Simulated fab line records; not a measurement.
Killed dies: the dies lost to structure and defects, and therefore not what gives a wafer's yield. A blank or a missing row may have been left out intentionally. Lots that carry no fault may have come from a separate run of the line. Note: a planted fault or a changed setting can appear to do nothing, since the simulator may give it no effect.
What tool caused it? || flow nand harc || 42 wafers from 14 lots sampled at 4 of the route's 1302 steps

WHAT THE GAUGES READ, wafer by wafer
Not one reading of a measure or inspect step in the record can be checked against a usual standard deviation.

EACH LOT AND THE TOOL THAT RAN IT (in order: tool; ch and the chambers of the sampled wafers; start)
{"lot": "L910", "NHARC_A_SGD_CUT_ETCHBACK_24": "rie diel-10 ch 2,3, day 19 08:57", "NHARC_A_SLIT_ETCH_24": "rie diel-09 ch 0,1,2, day 19 17:19", "NHARC_A_SLIT_ETCH_15": "rie diel-09 ch 0,3, day 19 23:02 or earlier", "NHARC_A_SLIT_ETCH_29": "rie diel-01 ch 0,1,2, day 19 23:02"}
{"lot": "L913", "NHARC_A_SGD_CUT_ETCHBACK_24": "rie diel-10 ch 0,3, day 20 03:06", "NHARC_A_SLIT_ETCH_24": "rie diel-01 ch 0,1,2, day 20 08:29", "NHARC_A_SLIT_ETCH_15": "rie diel-01 ch 0,2, day 20 14:14 or earlier", "NHARC_A_SLIT_ETCH_29": "rie diel-03 ch 0,1,3, day 20 14:14"}
{"lot": "L912", "NHARC_A_SGD_CUT_ETCHBACK_24": "rie diel-05 ch 1,2,3, day 20 03:06", "NHARC_A_SLIT_ETCH_24": "rie diel-01 ch 1,2,3, day 20 09:19", "NHARC_A_SLIT_ETCH_15": "rie diel-01 ch 0,1,2, day 20 17:08 or earlier", "NHARC_A_SLIT_ETCH_29": "rie diel-01 ch 0,1, day 20 17:08"}
{"lot": "L911", "NHARC_A_SGD_CUT_ETCHBACK_24": "rie diel-11 ch 1,2, day 20 03:06", "NHARC_A_SLIT_ETCH_24": "rie diel-09 ch 0,1, day 20 11:46", "NHARC_A_SLIT_ETCH_15": "rie diel-09 ch 0,3, day 20 20:56 or earlier", "NHARC_A_SLIT_ETCH_29": "rie diel-01 ch 0,1,2, day 20 20:56"}
{"lot": "L915", "NHARC_A_SGD_CUT_ETCHBACK_24": "rie diel-11 ch 1,2,3, day 21 00:49", "NHARC_A_SLIT_ETCH_24": "rie diel-01 ch 0,1,2, day 21 10:19", "NHARC_A_SLIT_ETCH_15": "rie diel-01 ch 1,2,3, day 21 15:59 or earlier", "NHARC_A_SLIT_ETCH_29": "rie diel-01 ch 1,2,3, day 21 15:59"}
{"lot": "L916", "NHARC_A_SGD_CUT_ETCHBACK_24": "rie diel-05 ch 2,3, day 21 19:38", "NHARC_A_SLIT_ETCH_24": "rie diel-01 ch 2,3, day 22 05:11", "NHARC_A_SLIT_ETCH_15": "rie diel-01 ch 2,3, day 22 11:19 or earlier", "NHARC_A_SLIT_ETCH_29": "rie diel-01 ch 0,1, day 22 11:19"}
{"lot": "L924", "NHARC_A_SGD_CUT_ETCHBACK_24": "rie diel-11 ch 1,2,3, day 25 12:09", "NHARC_A_SLIT_ETCH_24": "rie diel-03 ch 1,2,3, day 25 18:50", "NHARC_A_SLIT_ETCH_15": "rie diel-03 ch 0,1, day 26 00:30 or earlier", "NHARC_A_SLIT_ETCH_29": "rie diel-03 ch 0,2,3, day 26 00:30"}
{"lot": "L925", "NHARC_A_SGD_CUT_ETCHBACK_24": "rie diel-10 ch 0,1,2, day 25 12:09", "NHARC_A_SLIT_ETCH_24": "rie diel-09 ch 1,2,3, day 25 18:32", "NHARC_A_SLIT_ETCH_15": "rie diel-09 ch 0,1,3, day 26 00:19 or earlier", "NHARC_A_SLIT_ETCH_29": "rie diel-01 ch 1,2,3, day 26 00:19"}
{"lot": "L926", "NHARC_A_SGD_CUT_ETCHBACK_24": "rie diel-05 ch 2,3, day 25 23:47", "NHARC_A_SLIT_ETCH_24": "rie diel-01 ch 0,1,3, day 26 05:07", "NHARC_A_SLIT_ETCH_15": "rie diel-01 ch 1,2, day 26 10:47 or earlier", "NHARC_A_SLIT_ETCH_29": "rie diel-09 ch 1,2,3, day 26 10:47"}
{"lot": "L927", "NHARC_A_SGD_CUT_ETCHBACK_24": "rie diel-11 ch 0,1,2, day 25 23:48", "NHARC_A_SLIT_ETCH_24": "rie diel-09 ch 0,2,3, day 26 07:28", "NHARC_A_SLIT_ETCH_15": "rie diel-09 ch 0,2, day 26 14:31 or earlier", "NHARC_A_SLIT_ETCH_29": "rie diel-01 ch 1,3, day 26 14:31"}
{"lot": "L929", "NHARC_A_SGD_CUT_ETCHBACK_24": "rie diel-11 ch 0,2,3, day 27 04:53", "NHARC_A_SLIT_ETCH_24": "rie diel-03 ch 1,2,3, day 27 11:31", "NHARC_A_SLIT_ETCH_15": "rie diel-03 ch 0,1,3, day 27 17:11 or earlier", "NHARC_A_SLIT_ETCH_29": "rie diel-01 ch 0,2,3, day 27 17:11"}
{"lot": "L930", "NHARC_A_SGD_CUT_ETCHBACK_24": "rie diel-10 ch 0,1,3, day 27 15:26", "NHARC_A_SLIT_ETCH_24": "rie diel-09 ch 0,2,3, day 28 00:09", "NHARC_A_SLIT_ETCH_15": "rie diel-09 ch 0,3, day 28 05:51 or earlier", "NHARC_A_SLIT_ETCH_29": "rie diel-09 ch 0,1, day 28 05:51"}
{"lot": "L931", "NHARC_A_SGD_CUT_ETCHBACK_24": "rie diel-11 ch 0,1, day 28 02:01", "NHARC_A_SLIT_ETCH_24": "rie diel-09 ch 0,1, day 28 10:04", "NHARC_A_SLIT_ETCH_15": "rie diel-09 ch 0,1, day 28 16:06 or earlier", "NHARC_A_SLIT_ETCH_29": "rie diel-03 ch 1,2, day 28 16:06"}
{"lot": "L932", "NHARC_A_SGD_CUT_ETCHBACK_24": "rie diel-10 ch 1,2, day 29 04:56", "NHARC_A_SLIT_ETCH_24": "rie diel-01 ch 1,2,3, day 29 10:15", "NHARC_A_SLIT_ETCH_15": "rie diel-01 ch 2,3, day 29 15:56 or earlier", "NHARC_A_SLIT_ETCH_29": "rie diel-03 ch 0,2,3, day 29 15:56"}
- NHARC_A_SGD_CUT_ETCHBACK_24: etches the open film in CH3F/O2, target depth 50 nm, time 92.857 s.
- NHARC_A_SLIT_ETCH_24: etches the open film in CF4/CHF3, target depth 121 nm, time 60.5 s.
- NHARC_A_SLIT_ETCH_15: etches the open film in O2/COS, target depth 6200 nm, time 1612 s.
- NHARC_A_SLIT_ETCH_29: etches the open film in CF4/O2, target depth 100 nm, overetch 10 nm, time 55 s.

AS READ BY THE TOOLS THEMSELVES (means over the sampled wafers that have a number; for cases with no such wafer, the mark the record gives instead)
NHARC_A_SGD_CUT_ETCHBACK_24. Usual: drypump motor current A 5.59 A, standard deviation 0.29; oes product au 0.97 a.u., standard deviation 0.036; rf vpp V 244.5 V, standard deviation 1.5; showerhead plenum p Torr 2.47 Torr, standard deviation 0.097; throttle valve pct 20.663 %, standard deviation 0.0094.
{"lot": "L910", "tool": "rie diel-10", "drypump motor current A (A)": 5.62, "oes product au (a.u.)": 0.92, "rf vpp V (V)": 244.8, "showerhead plenum p Torr (Torr)": 2.45, "throttle valve pct (%)": 20.661, "flag": ""}
{"lot": "L913", "tool": "rie diel-10", "drypump motor current A (A)": 5.26, "oes product au (a.u.)": 0.98, "rf vpp V (V)": 244.1, "showerhead plenum p Torr (Torr)": 2.39, "throttle valve pct (%)": 20.667, "flag": ""}
{"lot": "L912", "tool": "rie diel-05", "drypump motor current A (A)": 5.76, "oes product au (a.u.)": 0.95, "rf vpp V (V)": 243.6, "showerhead plenum p Torr (Torr)": 2.37, "throttle valve pct (%)": 20.671, "flag": ""}
{"lot": "L911", "tool": "rie diel-11", "drypump motor current A (A)": 5.49, "oes product au (a.u.)": 1.01, "rf vpp V (V)": 245.7, "showerhead plenum p Torr (Torr)": 2.57, "throttle valve pct (%)": 20.670, "flag": ""}
{"lot": "L915", "tool": "rie diel-11", "drypump motor current A (A)": 5.74, "oes product au (a.u.)": 1.00, "rf vpp V (V)": 245.9, "showerhead plenum p Torr (Torr)": 2.57, "throttle valve pct (%)": 20.661, "flag": ""}
{"lot": "L916", "tool": "rie diel-05", "drypump motor current A (A)": 5.59, "oes product au (a.u.)": 1.01, "rf vpp V (V)": 243.2, "showerhead plenum p Torr (Torr)": 2.37, "throttle valve pct (%)": 20.653, "flag": ""}
{"lot": "L924", "tool": "rie diel-11", "drypump motor current A (A)": 5.70, "oes product au (a.u.)": 1.00, "rf vpp V (V)": 246.2, "showerhead plenum p Torr (Torr)": 2.57, "throttle valve pct (%)": 20.673, "flag": ""}
{"lot": "L925", "tool": "rie diel-10", "drypump motor current A (A)": 5.39, "oes product au (a.u.)": 1.00, "rf vpp V (V)": 243.9, "showerhead plenum p Torr (Torr)": 2.47, "throttle valve pct (%)": 20.668, "flag": ""}
{"lot": "L926", "tool": "rie diel-05", "drypump motor current A (A)": 5.58, "oes product au (a.u.)": 1.01, "rf vpp V (V)": 242.9, "showerhead plenum p Torr (Torr)": 2.37, "throttle valve pct (%)": 20.673, "flag": ""}
{"lot": "L927", "tool": "rie diel-11", "drypump motor current A (A)": 5.56, "oes product au (a.u.)": 0.92, "rf vpp V (V)": 245.4, "showerhead plenum p Torr (Torr)": 2.53, "throttle valve pct (%)": 20.663, "flag": ""}
{"lot": "L929", "tool": "rie diel-11", "drypump motor current A (A)": 5.56, "oes product au (a.u.)": 1.01, "rf vpp V (V)": 245.4, "showerhead plenum p Torr (Torr)": 2.53, "throttle valve pct (%)": 20.669, "flag": ""}
{"lot": "L930", "tool": "rie diel-10", "drypump motor current A (A)": 5.45, "oes product au (a.u.)": 0.93, "rf vpp V (V)": 245.1, "showerhead plenum p Torr (Torr)": 2.48, "throttle valve pct (%)": 20.669, "flag": ""}
{"lot": "L931", "tool": "rie diel-11", "drypump motor current A (A)": 5.82, "oes product au (a.u.)": 1.01, "rf vpp V (V)": 245.3, "showerhead plenum p Torr (Torr)": 2.53, "throttle valve pct (%)": 20.658, "flag": ""}
{"lot": "L932", "tool": "rie diel-10", "drypump motor current A (A)": 5.55, "oes product au (a.u.)": 0.93, "rf vpp V (V)": 244.4, "showerhead plenum p Torr (Torr)": 2.48, "throttle valve pct (%)": 20.667, "flag": ""}

NHARC_A_SLIT_ETCH_24. Usual: drypump motor current A 5.8 A, standard deviation 0.53; oes product au 0.962 a.u., standard deviation 0.02; rf vpp V 370.0 V, standard deviation 2.2; showerhead plenum p Torr 1.56 Torr, standard deviation 0.061; throttle valve pct 16.803 %, standard deviation 0.0092.
{"lot": "L910", "tool": "rie diel-09", "drypump motor current A (A)": 5.7, "oes product au (a.u.)": 0.972, "rf vpp V (V)": 371.2, "showerhead plenum p Torr (Torr)": 1.60, "throttle valve pct (%)": 16.806, "flag": ""}
{"lot": "L913", "tool": "rie diel-01", "drypump motor current A (A)": 6.0, "oes product au (a.u.)": 0.919, "rf vpp V (V)": 369.5, "showerhead plenum p Torr (Torr)": 1.55, "throttle valve pct (%)": 16.801, "flag": ""}
{"lot": "L912", "tool": "rie diel-01", "drypump motor current A (A)": 5.9, "oes product au (a.u.)": 0.934, "rf vpp V (V)": 369.2, "showerhead plenum p Torr (Torr)": 1.54, "throttle valve pct (%)": 16.801, "flag": ""}
{"lot": "L911", "tool": "rie diel-09", "drypump motor current A (A)": 6.0, "oes product au (a.u.)": 0.976, "rf vpp V (V)": 368.8, "showerhead plenum p Torr (Torr)": 1.54, "throttle valve pct (%)": 16.799, "flag": ""}
{"lot": "L915", "tool": "rie diel-01", "drypump motor current A (A)": 6.0, "oes product au (a.u.)": 0.943, "rf vpp V (V)": 369.5, "showerhead plenum p Torr (Torr)": 1.55, "throttle valve pct (%)": 16.812, "flag": ""}
{"lot": "L916", "tool": "rie diel-01", "drypump motor current A (A)": 6.2, "oes product au (a.u.)": 0.987, "rf vpp V (V)": 370.2, "showerhead plenum p Torr (Torr)": 1.56, "throttle valve pct (%)": 16.801, "flag": ""}
{"lot": "L924", "tool": "rie diel-03", "drypump motor current A (A)": 5.5, "oes product au (a.u.)": 0.962, "rf vpp V (V)": 369.0, "showerhead plenum p Torr (Torr)": 1.54, "throttle valve pct (%)": 16.799, "flag": ""}
{"lot": "L925", "tool": "rie diel-09", "drypump motor current A (A)": 5.6, "oes product au (a.u.)": 0.965, "rf vpp V (V)": 371.4, "showerhead plenum p Torr (Torr)": 1.60, "throttle valve pct (%)": 16.803, "flag": ""}
{"lot": "L926", "tool": "rie diel-01", "drypump motor current A (A)": 6.2, "oes product au (a.u.)": 0.968, "rf vpp V (V)": 369.9, "showerhead plenum p Torr (Torr)": 1.53, "throttle valve pct (%)": 16.798, "flag": ""}
{"lot": "L927", "tool": "rie diel-09", "drypump motor current A (A)": 6.1, "oes product au (a.u.)": 0.936, "rf vpp V (V)": 369.6, "showerhead plenum p Torr (Torr)": 1.55, "throttle valve pct (%)": 16.807, "flag": ""}
{"lot": "L929", "tool": "rie diel-03", "drypump motor current A (A)": 5.5, "oes product au (a.u.)": 0.977, "rf vpp V (V)": 369.9, "showerhead plenum p Torr (Torr)": 1.54, "throttle valve pct (%)": 16.801, "flag": ""}
{"lot": "L930", "tool": "rie diel-09", "drypump motor current A (A)": 6.2, "oes product au (a.u.)": 0.966, "rf vpp V (V)": 370.3, "showerhead plenum p Torr (Torr)": 1.55, "throttle valve pct (%)": 16.810, "flag": ""}
{"lot": "L931", "tool": "rie diel-09", "drypump motor current A (A)": 6.0, "oes product au (a.u.)": 0.967, "rf vpp V (V)": 369.6, "showerhead plenum p Torr (Torr)": 1.53, "throttle valve pct (%)": 16.798, "flag": ""}
{"lot": "L932", "tool": "rie diel-01", "drypump motor current A (A)": 5.9, "oes product au (a.u.)": 0.970, "rf vpp V (V)": 370.0, "showerhead plenum p Torr (Torr)": 1.53, "throttle valve pct (%)": 16.802, "flag": ""}

NHARC_A_SLIT_ETCH_15. Usual: drypump motor current A 5.9 A, standard deviation 0.54; oes product au 1.001 a.u., standard deviation 0.0098; rf vpp V 313.5 V, standard deviation 2; showerhead plenum p Torr 3.08 Torr, standard deviation 0.12; throttle valve pct 28.329 %, standard deviation 0.01.
{"lot": "L910", "tool": "rie diel-09", "drypump motor current A (A)": 6.3, "oes product au (a.u.)": 0.998, "rf vpp V (V)": 312.7, "showerhead plenum p Torr (Torr)": 3.00, "throttle valve pct (%)": 28.325, "flag": ""}
{"lot": "L913", "tool": "rie diel-01", "drypump motor current A (A)": 6.2, "oes product au (a.u.)": 0.990, "rf vpp V (V)": 315.4, "showerhead plenum p Torr (Torr)": 3.14, "throttle valve pct (%)": 28.329, "flag": ""}
{"lot": "L912", "tool": "rie diel-01", "drypump motor current A (A)": 6.0, "oes product au (a.u.)": 1.000, "rf vpp V (V)": 313.7, "showerhead plenum p Torr (Torr)": 3.07, "throttle valve pct (%)": 28.332, "flag": ""}
{"lot": "L911", "tool": "rie diel-09", "drypump motor current A (A)": 6.4, "oes product au (a.u.)": 0.989, "rf vpp V (V)": 311.8, "showerhead plenum p Torr (Torr)": 2.97, "throttle valve pct (%)": 28.336, "flag": ""}
{"lot": "L915", "tool": "rie diel-01", "drypump motor current A (A)": 5.9, "oes product au (a.u.)": 1.002, "rf vpp V (V)": 314.0, "showerhead plenum p Torr (Torr)": 3.05, "throttle valve pct (%)": 28.330, "flag": ""}
{"lot": "L916", "tool": "rie diel-01", "drypump motor current A (A)": 6.1, "oes product au (a.u.)": 1.004, "rf vpp V (V)": 314.7, "showerhead plenum p Torr (Torr)": 3.13, "throttle valve pct (%)": 28.334, "flag": ""}
{"lot": "L924", "tool": "rie diel-03", "drypump motor current A (A)": 5.7, "oes product au (a.u.)": 1.007, "rf vpp V (V)": 313.0, "showerhead plenum p Torr (Torr)": 3.06, "throttle valve pct (%)": 28.336, "flag": ""}
{"lot": "L925", "tool": "rie diel-09", "drypump motor current A (A)": 5.9, "oes product au (a.u.)": 1.005, "rf vpp V (V)": 313.2, "showerhead plenum p Torr (Torr)": 3.07, "throttle valve pct (%)": 28.324, "flag": ""}
{"lot": "L926", "tool": "rie diel-01", "drypump motor current A (A)": 5.8, "oes product au (a.u.)": 1.004, "rf vpp V (V)": 312.7, "showerhead plenum p Torr (Torr)": 3.08, "throttle valve pct (%)": 28.328, "flag": ""}
{"lot": "L927", "tool": "rie diel-09", "drypump motor current A (A)": 6.3, "oes product au (a.u.)": 0.996, "rf vpp V (V)": 312.9, "showerhead plenum p Torr (Torr)": 3.06, "throttle valve pct (%)": 28.329, "flag": ""}
{"lot": "L929", "tool": "rie diel-03", "drypump motor current A (A)": 5.8, "oes product au (a.u.)": 1.008, "rf vpp V (V)": 312.3, "showerhead plenum p Torr (Torr)": 3.09, "throttle valve pct (%)": 28.336, "flag": ""}
{"lot": "L930", "tool": "rie diel-09", "drypump motor current A (A)": 6.2, "oes product au (a.u.)": 0.995, "rf vpp V (V)": 312.7, "showerhead plenum p Torr (Torr)": 2.99, "throttle valve pct (%)": 28.335, "flag": ""}
{"lot": "L931", "tool": "rie diel-09", "drypump motor current A (A)": 6.0, "oes product au (a.u.)": 0.999, "rf vpp V (V)": 313.8, "showerhead plenum p Torr (Torr)": 3.04, "throttle valve pct (%)": 28.325, "flag": ""}
{"lot": "L932", "tool": "rie diel-01", "drypump motor current A (A)": 6.1, "oes product au (a.u.)": 0.999, "rf vpp V (V)": 315.0, "showerhead plenum p Torr (Torr)": 3.12, "throttle valve pct (%)": 28.337, "flag": ""}

NHARC_A_SLIT_ETCH_29. Usual: for drypump motor current A, 5.9 A with a standard deviation of 0.54; for oes_f_703_au, 1.000 a.u. with a standard deviation of 0.0046; for oes_o_777_au, 1.000 a.u. with a standard deviation of 0.0044; for oes product au, 1.001 a.u. with a standard deviation of 0.0094; for rf vpp V, 197.3 V with a standard deviation of 1.3; for showerhead plenum p Torr, 1.31 Torr with a standard deviation of 0.047; for throttle valve pct, 13.397 % with a standard deviation of 0.0091.
{"lot": "L910", "tool": "rie diel-01", "drypump motor current A (A)": 6.0, "oes_f_703_au (a.u.)": 1.003, "oes_o_777_au (a.u.)": 0.998, "oes product au (a.u.)": 0.993, "rf vpp V (V)": 197.5, "showerhead plenum p Torr (Torr)": 1.31, "throttle valve pct (%)": 13.400, "flag": ""}
{"lot": "L913", "tool": "rie diel-03", "drypump motor current A (A)": 5.7, "oes_f_703_au (a.u.)": 1.004, "oes_o_777_au (a.u.)": 1.001, "oes product au (a.u.)": 1.006, "rf vpp V (V)": 197.8, "showerhead plenum p Torr (Torr)": 1.32, "throttle valve pct (%)": 13.396, "flag": ""}
{"lot": "L912", "tool": "rie diel-01", "drypump motor current A (A)": 6.3, "oes_f_703_au (a.u.)": 1.005, "oes_o_777_au (a.u.)": 1.006, "oes product au (a.u.)": 0.995, "rf vpp V (V)": 196.6, "showerhead plenum p Torr (Torr)": 1.30, "throttle valve pct (%)": 13.387, "flag": ""}
{"lot": "L911", "tool": "rie diel-01", "drypump motor current A (A)": 6.0, "oes_f_703_au (a.u.)": 1.000, "oes_o_777_au (a.u.)": 1.000, "oes product au (a.u.)": 0.996, "rf vpp V (V)": 197.6, "showerhead plenum p Torr (Torr)": 1.31, "throttle valve pct (%)": 13.398, "flag": ""}
{"lot": "L915", "tool": "rie diel-01", "drypump motor current A (A)": 5.9, "oes_f_703_au (a.u.)": 0.998, "oes_o_777_au (a.u.)": 1.000, "oes product au (a.u.)": 0.931, "rf vpp V (V)": 196.0, "showerhead plenum p Torr (Torr)": 1.30, "throttle valve pct (%)": 13.397, "flag": "OFF"}
{"lot": "L916", "tool": "rie diel-01", "drypump motor current A (A)": 5.8, "oes_f_703_au (a.u.)": 0.998, "oes_o_777_au (a.u.)": 1.003, "oes product au (a.u.)": 0.956, "rf vpp V (V)": 196.9, "showerhead plenum p Torr (Torr)": 1.28, "throttle valve pct (%)": 13.397, "flag": "OFF"}
{"lot": "L924", "tool": "rie diel-03", "drypump motor current A (A)": 5.6, "oes_f_703_au (a.u.)": 1.003, "oes_o_777_au (a.u.)": 0.999, "oes product au (a.u.)": 1.010, "rf vpp V (V)": 198.6, "showerhead plenum p Torr (Torr)": 1.30, "throttle valve pct (%)": 13.404, "flag": ""}
{"lot": "L925", "tool": "rie diel-01", "drypump motor current A (A)": 5.9, "oes_f_703_au (a.u.)": 1.005, "oes_o_777_au (a.u.)": 0.996, "oes product au (a.u.)": 0.998, "rf vpp V (V)": 198.0, "showerhead plenum p Torr (Torr)": 1.30, "throttle valve pct (%)": 13.405, "flag": ""}
{"lot": "L926", "tool": "rie diel-09", "drypump motor current A (A)": 5.6, "oes_f_703_au (a.u.)": 1.004, "oes_o_777_au (a.u.)": 1.002, "oes product au (a.u.)": 1.000, "rf vpp V (V)": 198.3, "showerhead plenum p Torr (Torr)": 1.36, "throttle valve pct (%)": 13.406, "flag": ""}
{"lot": "L927", "tool": "rie diel-01", "drypump motor current A (A)": 6.1, "oes_f_703_au (a.u.)": 1.000, "oes_o_777_au (a.u.)": 1.003, "oes product au (a.u.)": 0.992, "rf vpp V (V)": 197.3, "showerhead plenum p Torr (Torr)": 1.29, "throttle valve pct (%)": 13.404, "flag": ""}
{"lot": "L929", "tool": "rie diel-01", "drypump motor current A (A)": 6.3, "oes_f_703_au (a.u.)": 0.998, "oes_o_777_au (a.u.)": 0.998, "oes product au (a.u.)": 0.999, "rf vpp V (V)": 197.0, "showerhead plenum p Torr (Torr)": 1.33, "throttle valve pct (%)": 13.403, "flag": ""}
{"lot": "L930", "tool": "rie diel-09", "drypump motor current A (A)": 6.0, "oes_f_703_au (a.u.)": 0.995, "oes_o_777_au (a.u.)": 0.999, "oes product au (a.u.)": 1.010, "rf vpp V (V)": 197.1, "showerhead plenum p Torr (Torr)": 1.30, "throttle valve pct (%)": 13.392, "flag": ""}
{"lot": "L931", "tool": "rie diel-03", "drypump motor current A (A)": 5.4, "oes_f_703_au (a.u.)": 0.999, "oes_o_777_au (a.u.)": 0.998, "oes product au (a.u.)": 1.008, "rf vpp V (V)": 196.4, "showerhead plenum p Torr (Torr)": 1.29, "throttle valve pct (%)": 13.408, "flag": ""}
{"lot": "L932", "tool": "rie diel-03", "drypump motor current A (A)": 5.6, "oes_f_703_au (a.u.)": 0.999, "oes_o_777_au (a.u.)": 0.997, "oes product au (a.u.)": 1.003, "rf vpp V (V)": 197.5, "showerhead plenum p Torr (Torr)": 1.30, "throttle valve pct (%)": 13.399, "flag": ""}

THE ANSWER, worked out from the rows above alone
Rule: lot off if the mean of its wafers having a number is beyond 3 standard deviations from the usual mean. A lot without any number at a reading at which 4 lots or more have one is off too. Where the step has rows for the other lots, those lots are counted as sound. First the gauges in route order, then the tools' own readings, where a lot's mean is used as printed above. At the first step where some lot is off, the reading lying furthest off is the one used; lots without a number count as furthest.
Off, at NHARC_A_SLIT_ETCH_29 on oes product au: L915, L916.
A tool fits if, at that step or a process step before it, it ran every lot that is off, and no sound lot after the first of them. NHARC_A_SLIT_ETCH_15 gives no start for some lots, so the hours and the order of its lots are those of NHARC_A_SLIT_ETCH_29. Of those tried, none fits.

WHAT WAS PUT IN BY THE SIMULATOR
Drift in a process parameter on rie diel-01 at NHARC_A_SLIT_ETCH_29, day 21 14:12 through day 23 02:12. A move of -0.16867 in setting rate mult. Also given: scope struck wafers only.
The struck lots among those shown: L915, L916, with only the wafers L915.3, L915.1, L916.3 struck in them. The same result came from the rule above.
